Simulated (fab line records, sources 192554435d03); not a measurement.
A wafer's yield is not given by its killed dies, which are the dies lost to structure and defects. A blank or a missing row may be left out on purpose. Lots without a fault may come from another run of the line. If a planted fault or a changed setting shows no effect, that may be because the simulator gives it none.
8D (eight disciplines) problem report, filled in by code -- flow n5Finfet -- the parts of the form that need people (team, actions taken, sign-off) are left out

1. THE ISSUE
Wafers without a fault read 15, standard deviation 5.3; killed_at_M4_up at N5_PASSIVATION_PROBE_49 reads a mean of 162 on 5 wafers belonging to 3 lots. Relative to the usual mean, that is a shift of +28 standard deviations.
First seen on wafer L761.3, day 19 01:32, on prober-01. The record holds 6 wafers of 3 lots with a number at this step. By rule, "out" or "out of limits" means more than 4 standard deviations away from the usual mean. The rest of the wafers with a number are treated as sound.

2. WHAT IT IS, WHAT IT ISN'T
question,is,is not
which readings at this step,"killed_at_M4_up, defectLimitedYield, killedDies, sort_bin_5_function, sort_bin_6_memory, sortNPass, sortYieldPct","killed_at_M0_to_M3, killedAtContacts, killedAtFrontEnd, killedAtOther, killedOpen, killedShort, sort_bin_4_leakage, sort_bin_8_speed"
which lots,"L759, L761, L762",-
which wafers of those lots,"L759.3, L759.5, L761.3, L761.5, L762.5",L762.1
read on which tools,prober-01,-
when,from day 19 01:32,up to then (0 sound wafers); but 1 sound wafer of L762 came after

3. SUSPECTS, AND WHAT RULES EACH OUT
Counting: if a tool at a process step up to the reading ran every lot that is out, it stays a suspect. Sound lots after the first of them don't rule it out here, since some wafers of a struck lot are sound.
- pvdSputter-02 at N5_BEOL_M15_SPUTTER_45 (material Cu, target thk 100 nm, time 16.67 s): kept. It ran every lot that is out, first L759 (day 18 10:01).
- prober-01 at N5_PASSIVATION_PROBE_49: kept. It ran every lot that is out, first L761 (day 19 01:32). On those wafers its own readings are out: defectLimitedYield, killed_at_M4_up, killedDies, sort_bin_5_function, sort_bin_6_memory, sortNPass, sortYieldPct.
Remaining after the count are pvdSputter-02 at N5_BEOL_M15_SPUTTER_45 and prober-01 at N5_PASSIVATION_PROBE_49.

4. THE CAUSE (what the simulator had put in)
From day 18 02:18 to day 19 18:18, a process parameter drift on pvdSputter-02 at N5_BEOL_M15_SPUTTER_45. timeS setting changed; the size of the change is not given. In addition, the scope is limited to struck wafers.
After counting, 2 suspects remain, this tool included.

5. THE CHAIN OF EFFECTS, in route order
Each row: a reading whose mean over the struck wafers that have a number lies more than 3 standard deviations from the usual. Scope: only readings with a usual standard deviation given in the record; hours: median across lots of the time from each lot's start at the first step in this table that gives one to its start at this step; sigmas: change in usual standard deviations.
hours,step,reading,usual,on struck wafers,change,sigmas
0,N5_PASSIVATION_PROBE_49,defectLimitedYield,91.1 %,79.5,-11.6,-8.3
0,N5_PASSIVATION_PROBE_49,killed_at_M4_up,15,162,+147,+28
0,N5_PASSIVATION_PROBE_49,killedDies,105,242,+137,+8.1
0,N5_PASSIVATION_PROBE_49,killedOnRim,14,41,+27,+6.3
0,N5_PASSIVATION_PROBE_49,sort_bin_5_function,5.2 %,12.7,+7.5,+7.7
0,N5_PASSIVATION_PROBE_49,sort_bin_6_memory,3.4 %,7.6,+4.2,+6.7
0,N5_PASSIVATION_PROBE_49,sortNPass,1075,938,-137,-8.1
0,N5_PASSIVATION_PROBE_49,sortYieldPct,91.1 %,79.5,-11.6,-8.3
It contains these process steps:
- N5_PASSIVATION_PROBE_49

6. HOW IT WOULD HAVE BEEN CAUGHT EARLIER
In this record no reading fell out of limits until day 19 01:32, 23 hours after the fault had begun at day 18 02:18.
Tool readings at N5_BEOL_M15_SPUTTER_45 with a usual standard deviation given in the record: none out on any struck wafer, hence no alarm at a limit of 4 standard deviations on them.
L762, from the lots that are out (3), started N5_BEOL_M15_SPUTTER_45 on pvdSputter-02 later than day 19 01:32. A hold on the tool at that time would have spared it.
